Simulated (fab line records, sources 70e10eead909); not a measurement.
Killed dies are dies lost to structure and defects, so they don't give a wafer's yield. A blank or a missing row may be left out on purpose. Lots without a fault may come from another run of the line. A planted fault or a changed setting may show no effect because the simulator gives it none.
fab line records | flow nand_harc
record lots=13 wafers=39 last_day=25
route steps=1159 shown P_GATE@141 END@1159
lots that met no fault: from a run of the same line without faults
start_h: hours from the record's first day to the start of the lot's first wafer shown | wait_h: hours since the lot's step before | " the same as in the row above | L1.1+2: a row that stands for several wafers | - no value, or no start given | * or withheld: withheld | < > ~ a bound
route shown NAME@n: a module of which the file shows steps, and the number in the route of the first | usual: mean/standard deviation of fault-free wafers | same: alike in all rows | chamber/n: place in a boat | sites: the reading at each site | _std_site: their standard deviation | _edge_site: outer sites' mean less inner sites' | radius_mm: how far each site lies from the wafer's centre | mask NAME#n: copy n | behind: the tool/chamber that last shaped the wafer | hold: why the lot was held/for how many hours/how that ended | device: the transistor (n, p or np) that didn't switch | end of line: the same wafers' tests at the end of the route | a step without rows: its recipe alone | killed: dies lost to structure and defects at the first sort, not the wafer's yield | map: a wafer's dies, x killed, . not, _ none there
set.NAME: the setting as run; set.NAME@STEP: as run at that earlier step | model.NAME: the simulator's own value behind a step, which no gauge read
steps of the route over a sample of lots; a table a step, a row a wafer
services: from which hour (start_h, from the record's first day; less than 0 if before it) a tool's chamber was out of use, for how many hours, and why
## steps
# step NHARC_P_GATE_CD_MEAS_26
# recipe target_cd_nm=120 landing_energy_ev=500
# usual cd_nm=120.2/0.6
# same landing_energy_ev=500
# columns lot.wafer tool chamber start_h wait_h cd_nm
L147.1 cd_sem-01 0 92.12 - 120.7
L147.3 " 0 " " 120.3
L147.6 " 0 " " 120.7
L150.2 cd_sem-01 0 108.45 - 120.8
L150.3 " 0 " " 121.2
L150.5 " 0 " " 120.9
L152.1 cd_sem-01 0 122.56 - 120.2
L152.4 " 0 " " 119.4
L152.6 " 0 " " 119.1
L160.1 cd_sem-02 0 170.64 - 120.2
L160.3 " 0 " " 120.1
L160.5 " 0 " " 119.1
L159.4 cd_sem-02 0 171.46 - 119.9
L159.5 " 0 " " 120.9
L159.6 " 0 " " 120.4
L161.2 cd_sem-02 0 183.43 - 120.5
L161.4 " 0 " " 120.0
L161.6 " 0 " " 120.5
L162.1 cd_sem-02 0 184.43 - 119.7
L162.3 " 0 " " 119.9
L162.4 " 0 " " 119.9
L165.2 cd_sem-02 0 203.57 - 120.8
L165.4 " 0 " " 120.9
L165.5 " 0 " " 119.9
L164.3 cd_sem-03 0 204.00 - 121.3
L164.4 " 0 " " 121.2
L164.5 " 0 " " 120.7
L166.1 cd_sem-01 0 208.54 - 120.0
L166.2 " 0 " " 120.1
L166.3 " 0 " " 119.9
L167.3 cd_sem-01 0 214.84 - 120.2
L167.4 " 0 " " 119.6
L167.5 " 0 " " 119.7
L168.3 cd_sem-02 0 215.51 - 120.4
L168.4 " 0 " " 120.9
L168.6 " 0 " " 120.9
L169.3 cd_sem-01 0 227.18 - 119.9
L169.5 " 0 " " 119.7
L169.6 " 0 " " 120.2
# step NHARC_P_GATE_CD_MEAS_33
# usual cd_nm=120.6/2.5
# columns lot.wafer tool chamber start_h wait_h cd_nm
L147.1 cd_sem-01 - 93.26 - 120.2
L147.3 " - " " 119.8
L147.6 " - " " 123.3
L150.2 cd_sem-02 - 109.64 - 121.7
L150.3 " - " " 120.3
L150.5 " - " " 126.9
L152.1 cd_sem-03 - 123.55 - 122.2
L152.4 " - " " 123.0
L152.6 " - " " 120.3
L160.1 cd_sem-01 - 171.90 - 121.2
L160.3 " - " " 121.0
L160.5 " - " " 118.2
L159.4 cd_sem-01 - 172.44 - 123.6
L159.5 " - " " 120.5
L159.6 " - " " 121.1
L161.2 cd_sem-03 - 184.51 - 117.2
L161.4 " - " " 120.5
L161.6 " - " " 122.3
L162.1 cd_sem-01 - 185.47 - 120.3
L162.3 " - " " 121.9
L162.4 " - " " 121.8
L165.2 cd_sem-02 - 204.59 - 117.2
L165.4 " - " " 126.4
L165.5 " - " " 117.8
L164.3 cd_sem-01 - 204.99 - 116.8
L164.4 " - " " 122.9
L164.5 " - " " 121.5
L166.1 cd_sem-03 - 209.68 - 123.2
L166.2 " - " " 120.4
L166.3 " - " " 121.4
L167.3 cd_sem-03 - 215.82 - 121.7
L167.4 " - " " 119.0
L167.5 " - " " 118.5
L168.3 cd_sem-03 - 216.63 - 115.9
L168.4 " - " " 119.0
L168.6 " - " " 117.1
L169.3 cd_sem-02 - 228.40 0.2 119.6
L169.5 " - " " 116.4
L169.6 " - " " 123.2
# step NHARC_P_GATE_EXPOSE_56
# recipe na=0.6 target_cd_nm=720 dose_mj=14.81 mask_id=P_PSD
# usual exposure_dose_mJ_cm2=14.810/0.015
# columns lot.wafer tool chamber start_h wait_h mask exposure_dose_mJ_cm2
L147.1 krf_scanner-04 0 106.37 - P_PSD#0 14.798
L147.3 " 0 " " P_PSD#0 14.816
L147.6 " 0 " " P_PSD#0 14.811
L150.2 krf_scanner-01 0 122.21 - P_PSD#0 14.809
L150.3 " 0 " " P_PSD#0 14.811
L150.5 " 0 " " P_PSD#0 14.818
L152.1 krf_scanner-01 0 136.25 - P_PSD_R1#0 14.828
L152.4 " 0 " " P_PSD_R1#0 14.831
L152.6 " 0 " " P_PSD_R1#0 14.833
L160.1 krf_scanner-02 0 184.43 - P_PSD#0 14.809
L160.3 " 0 " " P_PSD#0 14.836
L160.5 " 0 " " P_PSD#0 14.832
L159.4 krf_scanner-04 0 185.12 - P_PSD#0 14.815
L159.5 " 0 " " P_PSD#0 14.821
L159.6 " 0 " " P_PSD#0 14.837
L161.2 krf_scanner-02 0 197.21 - P_PSD#0 14.814
L161.4 " 0 " " P_PSD#0 14.810
L161.6 " 0 " " P_PSD#0 14.813
L162.1 krf_scanner-01 0 200.08 - P_PSD#0 14.775
L162.3 " 0 " " P_PSD#0 14.801
L162.4 " 0 " " P_PSD#0 14.787
L165.2 krf_scanner-01 0 217.23 - P_PSD#0 14.802
L165.4 " 0 " " P_PSD#0 14.801
L165.5 " 0 " " P_PSD#0 14.790
L164.3 krf_scanner-01 0 217.41 - P_PSD#0 14.817
L164.4 " 0 " " P_PSD#0 14.832
L164.5 " 0 " " P_PSD#0 14.803
L166.1 krf_scanner-04 0 222.35 - P_PSD#0 14.824
L166.2 " 0 " " P_PSD#0 14.831
L166.3 " 0 " " P_PSD#0 14.812
L167.3 krf_scanner-04 0 228.55 - P_PSD#0 14.798
L167.4 " 0 " " P_PSD#0 14.795
L167.5 " 0 " " P_PSD#0 14.818
L168.3 krf_scanner-04 0 229.12 - P_PSD#0 14.815
L168.4 " 0 " " P_PSD#0 14.796
L168.6 " 0 " " P_PSD#0 14.815
L169.3 krf_scanner-04 0 241.12 - P_PSD#0 14.801
L169.5 " 0 " " P_PSD#0 14.790
L169.6 " 0 " " P_PSD#0 14.817
# step NHARC_P_GATE_CD_MEAS_59
# recipe target_cd_nm=720 landing_energy_ev=500
# usual cd_nm=719.9/1.9
# same landing_energy_ev=500
# columns lot.wafer tool chamber start_h wait_h cd_nm
L147.1 cd_sem-01 0 106.54 - 717.8
L147.3 " 0 " " 719.7
L147.6 " 0 " " 718.0
L150.2 cd_sem-03 0 122.36 - 720.4
L150.3 " 0 " " 719.7
L150.5 " 0 " " 723.5
L152.1 cd_sem-02 0 136.40 - 706.0
L152.4 " 0 " " 709.5
L152.6 " 0 " " 708.4
L160.1 cd_sem-01 0 184.59 - 722.5
L160.3 " 0 " " 721.1
L160.5 " 0 " " 721.7
L159.4 cd_sem-02 0 185.26 - 718.4
L159.5 " 0 " " 718.7
L159.6 " 0 " " 717.4
L161.2 cd_sem-02 0 197.36 - 719.3
L161.4 " 0 " " 720.5
L161.6 " 0 " " 721.4
L162.1 cd_sem-02 0 200.24 - 719.2
L162.3 " 0 " " 719.7
L162.4 " 0 " " 718.7
L165.2 cd_sem-01 0 217.38 - 721.5
L165.4 " 0 " " 717.2
L165.5 " 0 " " 718.5
L164.3 cd_sem-01 0 217.57 - 716.5
L164.4 " 0 " " 716.1
L164.5 " 0 " " 720.1
L166.1 cd_sem-03 0 222.51 - 718.6
L166.2 " 0 " " 717.2
L166.3 " 0 " " 717.4
L167.3 cd_sem-01 0 228.71 - 722.6
L167.4 " 0 " " 723.1
L167.5 " 0 " " 720.8
L168.3 cd_sem-03 0 229.27 - 720.5
L168.4 " 0 " " 719.1
L168.6 " 0 " " 721.8
L169.3 cd_sem-01 0 241.28 - 719.4
L169.5 " 0 " " 718.6
L169.6 " 0 " " 716.3
# step NHARC_P_GATE_STRIP_112
# recipe power_w=1500 temp_c=110 time_s=200 chemistry=N2/H2
# usual drypump_motor_current_A=5.70/0.19 heater_power_w=89/5.8
# columns lot.wafer tool chamber start_h wait_h drypump_motor_current_A heater_power_w rf_hours_counter_h
L147.1 plasma_asher-02 0 107.57 0.7 5.72 95 31
L147.3 " 1 " " 5.75 97 -
L147.6 " 1 " " 5.76 98 -
L150.2 plasma_asher-01 1 122.93 0.2 5.89 82 3
L150.3 " 1 " " 5.92 81 -
L150.5 " 1 " " 5.91 81 -
L152.1 plasma_asher-02 0 136.93 0.2 5.73 89 41
L152.4 " 1 " " 5.78 97 -
L152.6 " 1 " " 5.78 97 -
L160.1 plasma_asher-01 1 185.17 0.2 5.94 82 25
L160.3 " 1 " " 5.92 80 -
L160.5 " 0 " " 5.41 87 -
L159.4 plasma_asher-01 1 186.10 0.2 5.91 82 -
L159.6 " 0 " " 5.40 86 -
L159.5 " 1 " " 5.91 79 -
L161.2 plasma_asher-01 0 197.93 0.2 5.43 86 31
L161.4 " 0 " " 5.41 86 -
L161.6 " 0 " " 5.41 86 -
L162.1 plasma_asher-01 1 200.77 0.2 5.89 80 32
L162.3 " 1 " " 5.91 81 -
L162.4 " 0 " " 5.39 87 -
L165.2 plasma_asher-02 0 217.92 0.2 5.71 87 6
L165.4 " 1 " " 5.73 94 -
L165.5 " 0 " " 5.71 88 -
L164.3 plasma_asher-01 0 218.35 0.4 5.41 86 -
L164.4 " 1 " " 5.91 83 -
L164.5 " 0 " " 5.42 87 -
L166.2 plasma_asher-02 0 223.06 0.2 5.72 86 8
L166.1 " 1 " " 5.76 92 8
L166.3 " 0 " " 5.72 89 -
L167.3 plasma_asher-01 0 229.39 0.2 5.39 86 -
L167.4 " 1 " " 5.89 82 -
L167.5 " 0 " " 5.39 86 -
L168.4 plasma_asher-02 0 230.03 0.3 5.73 90 -
L168.3 " 1 " " 5.77 92 -
L168.6 " 1 " " 5.79 98 -
L169.3 plasma_asher-02 0 241.93 0.3 5.72 88 -
L169.6 " 1 " " 5.76 97 -
L169.5 " 0 " " 5.73 89 -
# step NHARC_END_SORT_01
# recipe temp_c=25
# usual killed_at_array=29/11 killed_at_other=0.6/0.75 killed_at_periphery=3.1/2.1 killed_dies=32/11 killed_open=3.0/1.8 killed_short=1.8/1.3
# same gross_dies=677
# columns lot.wafer tool chamber start_h wait_h killed_at_array killed_at_other killed_at_periphery killed_dies killed_open killed_short
L160.1 prober-01 0 514.83 2.5 33 3 1 37 2 3
L160.3 prober-01 0 516.42 3.1 29 3 1 33 3 1
L160.5 prober-01 0 518.02 3.7 35 2 2 39 5 1
L159.4 prober-01 0 525.03 3.4 26 1 5 32 4 3
L159.5 prober-01 0 525.83 3.7 24 2 4 30 6 2
L159.6 prober-01 0 526.63 4.0 24 1 2 27 3 3
# killed by level:class
L160.1 A_CHANNEL_HOLE_D1:chamber_film_flake=16 A_SLIT:chamber_film_flake=5 A_STAIRCASE:chamber_film_flake=4 THIN_TSV:chamber_film_flake=3 A_M0:geometric_particle:short=2 A_CONTACT:chamber_film_flake=2 P_M0:geometric_particle:open=1 A_WL_FILL:geometric_particle:short=1
L160.3 A_CHANNEL_HOLE_D1:chamber_film_flake=16 A_SLIT:chamber_film_flake=7 THIN_TSV:chamber_film_flake=3 A_STAIRCASE:chamber_film_flake=2 P_CONTACT:geometric_particle:open=1 A_SGD_CUT:geometric_particle:open=1 A_SGD_CUT:geometric_particle:short=1 A_WL_FILL:geometric_particle:open=1
L160.5 A_CHANNEL_HOLE_D1:chamber_film_flake=16 A_SLIT:chamber_film_flake=7 A_STAIRCASE:chamber_film_flake=5 A_CONTACT:geometric_particle:open=2 THIN_TSV:chamber_film_flake=2 P_M0:geometric_particle:short=1 A_ONON_D1:geometric_particle:open=1 A_CHANNEL_HOLE_D1:geometric_particle:open=1
L159.4 A_CHANNEL_HOLE_D1:chamber_film_flake=12 A_CONTACT:chamber_film_flake=5 P_GATE:chamber_film_flake=3 A_WL_FILL:geometric_particle:short=2 P_BONDPAD:chamber_film_flake=2 A_STAIRCASE:chamber_film_flake=2 A_ONON_D1:geometric_particle:open=1 A_CHANNEL_FILL_D1:geometric_particle:open=1
L159.5 A_CHANNEL_HOLE_D1:chamber_film_flake=11 P_BONDPAD:chamber_film_flake=3 A_STAIRCASE:chamber_film_flake=3 A_CHANNEL_FILL_D1:geometric_particle:open=2 A_ONON_D1:geometric_particle:short=1 A_WL_FILL:geometric_particle:short=1 A_CONTACT:geometric_particle:open=1 A_BLC:geometric_particle:open=1
L159.6 A_CHANNEL_HOLE_D1:chamber_film_flake=12 A_CONTACT:chamber_film_flake=4 A_STAIRCASE:chamber_film_flake=2 P_STI:geometric_particle:open=1 A_SOURCE_PLATE:geometric_particle:open=1 A_ONON_D1:geometric_particle:short=1 A_CHANNEL_HOLE_D1:geometric_particle:short=1 A_WL_FILL:geometric_particle:short=1
## services
# columns tool chamber start_h hours kind
krf_scanner-01 - 84.00 4.0 pm
plasma_asher-01 - 99.00 9.0 pm
plasma_asher-01 0 99.00 9.0 vent_cycle
plasma_asher-01 1 99.00 9.0 vent_cycle
plasma_asher-01 0 108.00 - clean
plasma_asher-01 1 108.00 - clean
krf_scanner-04 - 141.88 4.0 pm
krf_scanner-01 0 143.31 - calibration
krf_scanner-04 0 146.23 - calibration
plasma_asher-01 - 167.84 1.9 repair
plasma_asher-02 - 183.29 9.0 pm
plasma_asher-02 0 183.29 9.0 vent_cycle
plasma_asher-02 1 183.29 9.0 vent_cycle
krf_scanner-02 - 184.54 10.1 repair
plasma_asher-02 0 192.29 - clean
plasma_asher-02 1 192.29 - clean
krf_scanner-02 0 201.57 - calibration
krf_scanner-02 - 210.00 4.0 pm
krf_scanner-04 - 213.53 7.6 repair
## key
first_sign step=NHARC_P_GATE_EXPOSE_56 reading=mask direction=changed
effect step=NHARC_P_GATE_CD_MEAS_59 reading=cd_nm direction=down sigmas=6.3 usual=719.9 struck=708.0
met_at NHARC_P_GATE_EXPOSE_56
struck_lots L152
tester_left_out L152
not_acting_at NHARC_P_GATE_CD_MEAS_26,NHARC_P_GATE_CD_MEAS_33,NHARC_P_GATE_STRIP_112
onset_between 122.21 136.25
fault kind=wrong_mask tool=any chamber=- onset_h=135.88 steps=NHARC_P_GATE_EXPOSE_56 aux_copy=P_PSD_R1#0 cd_offset_nm=-10.627 scope=struck_lots_only
# tester_left_out: of these lots the tester's yield and bins aren't shown, on N5 and GAA mostly nor the transistor test; their killed dies are dies lost to structure and defects alone, not to doping, threshold or leakage, so they don't give the yield
